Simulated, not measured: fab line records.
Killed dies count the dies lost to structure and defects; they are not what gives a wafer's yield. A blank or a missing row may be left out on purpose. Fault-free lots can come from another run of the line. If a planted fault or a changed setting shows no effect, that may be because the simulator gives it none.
Matching of chambers    flow n5Finfet    cvdCo-02 running N5_BEOL_M2_PRE_CLEAN_60: 3 sister chambers
The step time 15 s. 27 wafers are shown with their chamber, then 12 later ones without.

== WAFERS, EACH WITH ITS CHAMBER ==
wafer   chamber  heaterPowerOuterW (W)  heaterPowerW (W)
L074.3  1        30                     90
L074.4  1        30                     91
L074.5  0        9                      72
L076.1  0        9                      74
L076.2  1        30                     88
L076.5  2        13                     82
L079.1  0        9                      74
L079.3  1        30                     87
L079.5  2        13                     83
L084.2  0        9                      73
L084.5  1        30                     89
L084.6  2        13                     82
L085.2  1        31                     89
L085.3  2        14                     82
L085.5  0        9                      75
L087.3  0        9                      74
L087.4  1        30                     89
L087.5  0        9                      75
L090.1  0        9                      75
L090.2  2        14                     84
L090.6  0        10                     77
L091.1  0        9                      76
L091.4  1        30                     89
L091.5  0        9                      76
L092.2  0        10                     76
L092.4  0        9                      74
L092.6  2        14                     82

SIGNATURES (averages over the wafers above)
reading            chamber 0  chamber 1  chamber 2  scatter within a chamber
heaterPowerOuterW  9.15       30.12      13.50      0.412
heaterPowerW       74.69      89.00      82.50      1.23
Rule: a wafer's distance from a chamber is the root of the sum, over the readings, of the square of ((its reading less the chamber's mean) divided by the reading's scatter). The wafer belongs to the nearest chamber; if the next one is less than 2 further off, it can't be placed. The scatter: take each reading less its chamber's mean, square it, sum over the shown wafers, divide by the number of wafers less the number of chambers, and take the root.

== WAFERS WITHOUT THEIR CHAMBER ==
wafer   heaterPowerOuterW (W)  heaterPowerW (W)
L093.2  9                      74
L093.3  13                     85
L093.6  14                     85
L095.4  14                     84
L095.5  10                     75
L095.6  30                     87
L097.2  13                     84
L097.3  30                     89
L097.6  30                     89
L096.1  14                     84
L096.3  9                      76
L096.5  10                     77

== THE CHAMBER EACH PASSED THROUGH ==
wafer   from the rows above  in truth
L093.2  0                    0
L093.3  2                    2
L093.6  2                    2
L095.4  2                    2
L095.5  0                    0
L095.6  1                    1
L097.2  2                    2
L097.3  1                    1
L097.6  1                    1
L096.1  2                    2
L096.3  0                    0
L096.5  0                    0
Placed correctly: 12 of 12. Number that these rows cannot place: 0. Placed wrongly: 0.
